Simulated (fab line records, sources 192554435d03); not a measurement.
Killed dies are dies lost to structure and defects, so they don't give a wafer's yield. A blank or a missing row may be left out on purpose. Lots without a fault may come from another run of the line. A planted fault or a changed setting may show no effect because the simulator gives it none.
Chamber matching | flow n5_finfet | N5_STI_FIN_REVEAL_STRIP_24 on rie_diel-01: 4 sister chambers
The step strips in N2/H2, time 90 s. 4 wafers are shown with their chamber, then 7 later ones without.

WAFERS WITH THEIR CHAMBER
wafer  | chamber | showerhead_plenum_p_Torr (Torr)
L083.3 | 1       | 3.45
L085.6 | 2       | 3.37
L087.2 | 3       | 3.30
L087.5 | 0       | 3.30

WAFERS WITHOUT THEIR CHAMBER
wafer  | showerhead_plenum_p_Torr (Torr)
L087.6 | 3.37
L091.1 | 3.29
L091.3 | 3.30
L091.5 | 3.30
L092.1 | 3.44
L092.2 | 3.36
L092.6 | 3.36

WHICH CHAMBER EACH WENT THROUGH
wafer  | from the rows above     | in truth
L087.6 | 2                       | 2
L091.1 | can't be placed: 0 or 3 | 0
L091.3 | can't be placed: 0 or 3 | 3
L091.5 | can't be placed: 0 or 3 | 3
L092.1 | 1                       | 1
L092.2 | 2                       | 2
L092.6 | 2                       | 2
Placed correctly: 4 of 7. Can't be placed from these rows: 3 (the true chamber is among the candidates in 3). Placed wrongly: 0.
How it was worked out, from the rows above alone: a wafer's distance from a chamber is the root of the sum, over the readings, of the square of ((its reading less the chamber's mean) divided by the reading's scatter). The wafer belongs to the nearest chamber; if the next one is less than 2 further off, it can't be placed. A chamber's mean is the mean of its shown wafers. The scatter: with one shown wafer a chamber, the root of the mean of the squares of how far each hidden wafer lies from its nearest shown one.
